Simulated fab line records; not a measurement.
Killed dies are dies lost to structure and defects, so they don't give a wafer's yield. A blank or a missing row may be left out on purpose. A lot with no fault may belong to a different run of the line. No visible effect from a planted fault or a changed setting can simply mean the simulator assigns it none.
Chamber matching | flow nandHarc | NHARC_A_CONTACT_CMP_20 on cmp-04 has 4 sister chambers
The step polishes, t overpolish 30 s, target thk 300 nm. 8 wafers are shown with their chamber, then 6 later ones without.

WAFERS WITH THEIR CHAMBER
wafer  | chamber | motorCurrentA (A) | overpolishRunS (s)
L079.2 | 2       | 10.9              | 29.996
L079.4 | 1       | 13.1              | 29.992
L082.2 | 3       | 11.6              | 29.992
L082.3 | 0       | 12.0              | 30.010
L087.2 | 0       | 12.1              | 30.015
L087.3 | 3       | 12.0              | 29.982
L086.3 | 2       | 10.9              | 30.004
L092.1 | 1       | 13.4              | 30.003

WAFERS WITHOUT THEIR CHAMBER
wafer  | motorCurrentA (A) | overpolishRunS (s)
L092.2 | 13.0              | 29.999
L092.4 | 13.2              | 30.008
L096.2 | 12.3              | 29.988
L096.3 | 11.1              | 30.010
L095.1 | 11.6              | 30.016
L095.2 | 12.4              | 29.992

WHICH CHAMBER EACH ONE RAN IN
wafer  | from the rows above          | in truth
L092.2 | 1                            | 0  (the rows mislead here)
L092.4 | 1                            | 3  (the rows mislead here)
L096.2 | can't be placed: 3 or 0      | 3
L096.3 | 2                            | 2
L095.1 | 0                            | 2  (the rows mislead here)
L095.2 | can't be placed: 3 or 0 or 1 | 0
Placed correctly: 1 of 6. Not placeable from these rows: 2 (in 2, the candidates include the true chamber). 3 placed wrongly.
How it was worked out, from the rows above alone: a wafer's distance from a chamber is the root of the sum, over the readings, of the square of ((its reading less the chamber's mean) divided by the reading's scatter). The wafer belongs to the nearest chamber; if the next one is less than 2 further off, it can't be placed. The mean given for a chamber averages the wafers shown for that chamber. The scatter is the square root of a quotient: the sum, over the shown wafers, of each reading's squared deviation from its chamber's mean, divided by wafers minus chambers.
